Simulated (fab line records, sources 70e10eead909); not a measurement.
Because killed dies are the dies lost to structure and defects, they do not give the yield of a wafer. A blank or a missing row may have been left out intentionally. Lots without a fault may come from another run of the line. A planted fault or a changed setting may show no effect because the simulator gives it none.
Matching of chambers || flow nandHarc || 3 sister chambers for NHARC_P_M1_DEP_33 on pecvd-02
The step deposits SiCN, target thk 30 nm. 24 wafers are shown with their chamber, then 12 later ones without.

## EACH WAFER AND ITS CHAMBER
{"wafer": "L077.2", "chamber": 1, "heaterPowerW (W)": 531}
{"wafer": "L077.5", "chamber": 2, "heaterPowerW (W)": 466}
{"wafer": "L077.6", "chamber": 1, "heaterPowerW (W)": 533}
{"wafer": "L080.2", "chamber": 0, "heaterPowerW (W)": 598}
{"wafer": "L080.3", "chamber": 1, "heaterPowerW (W)": 533}
{"wafer": "L080.5", "chamber": 2, "heaterPowerW (W)": 487}
{"wafer": "L081.3", "chamber": 0, "heaterPowerW (W)": 653}
{"wafer": "L081.5", "chamber": 0, "heaterPowerW (W)": 646}
{"wafer": "L081.6", "chamber": 1, "heaterPowerW (W)": 528}
{"wafer": "L082.2", "chamber": 1, "heaterPowerW (W)": 560}
{"wafer": "L082.3", "chamber": 2, "heaterPowerW (W)": 469}
{"wafer": "L082.4", "chamber": 0, "heaterPowerW (W)": 596}
{"wafer": "L086.1", "chamber": 1, "heaterPowerW (W)": 458}
{"wafer": "L086.5", "chamber": 1, "heaterPowerW (W)": 452}
{"wafer": "L086.6", "chamber": 0, "heaterPowerW (W)": 592}
{"wafer": "L087.3", "chamber": 2, "heaterPowerW (W)": 442}
{"wafer": "L087.4", "chamber": 1, "heaterPowerW (W)": 464}
{"wafer": "L087.6", "chamber": 0, "heaterPowerW (W)": 575}
{"wafer": "L090.2", "chamber": 2, "heaterPowerW (W)": 460}
{"wafer": "L090.4", "chamber": 1, "heaterPowerW (W)": 491}
{"wafer": "L090.5", "chamber": 2, "heaterPowerW (W)": 461}
{"wafer": "L091.1", "chamber": 0, "heaterPowerW (W)": 652}
{"wafer": "L091.2", "chamber": 2, "heaterPowerW (W)": 488}
{"wafer": "L091.3", "chamber": 1, "heaterPowerW (W)": 446}

SIGNATURES, as means of the wafers listed above
{"reading": "heaterPowerW", "chamber 0": 616.00, "chamber 1": 499.60, "chamber 2": 467.57, "scatter within a chamber": 33.8}
Rule: distance of a wafer from a chamber = root of the sum over the readings of ((wafer's reading minus chamber's mean) / reading's scatter) squared. If the next closest chamber is less than 2 further off than the closest, the wafer can't be placed; otherwise it belongs to the closest. The scatter: take each reading less its chamber's mean, square it, sum over the shown wafers, divide by the number of wafers less the number of chambers, and take the root.

## WAFERS WITHOUT THEIR CHAMBER
{"wafer": "L092.4", "heaterPowerW (W)": 426}
{"wafer": "L092.5", "heaterPowerW (W)": 483}
{"wafer": "L092.6", "heaterPowerW (W)": 598}
{"wafer": "L094.1", "heaterPowerW (W)": 519}
{"wafer": "L094.2", "heaterPowerW (W)": 593}
{"wafer": "L094.3", "heaterPowerW (W)": 461}
{"wafer": "L097.2", "heaterPowerW (W)": 437}
{"wafer": "L097.3", "heaterPowerW (W)": 634}
{"wafer": "L097.5", "heaterPowerW (W)": 621}
{"wafer": "L096.2", "heaterPowerW (W)": 511}
{"wafer": "L096.3", "heaterPowerW (W)": 637}
{"wafer": "L096.6", "heaterPowerW (W)": 520}

## THE CHAMBER EACH PASSED THROUGH
{"wafer": "L092.4", "from the rows above": "can't be placed: 2 or 1", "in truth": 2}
{"wafer": "L092.5", "from the rows above": "can't be placed: 2 or 1", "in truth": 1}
{"wafer": "L092.6", "from the rows above": 0, "in truth": 0}
{"wafer": "L094.1", "from the rows above": "can't be placed: 1 or 2", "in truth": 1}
{"wafer": "L094.2", "from the rows above": 0, "in truth": 0}
{"wafer": "L094.3", "from the rows above": "can't be placed: 2 or 1", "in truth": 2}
{"wafer": "L097.2", "from the rows above": "can't be placed: 2 or 1", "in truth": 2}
{"wafer": "L097.3", "from the rows above": 0, "in truth": 0}
{"wafer": "L097.5", "from the rows above": 0, "in truth": 0}
{"wafer": "L096.2", "from the rows above": "can't be placed: 1 or 2", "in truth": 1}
{"wafer": "L096.3", "from the rows above": 0, "in truth": 0}
{"wafer": "L096.6", "from the rows above": "can't be placed: 1 or 2", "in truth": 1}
5 of 12 placed correctly. From these rows, 7 cannot be placed; in 7 the true chamber is one of the candidates. Placed wrongly: 0.
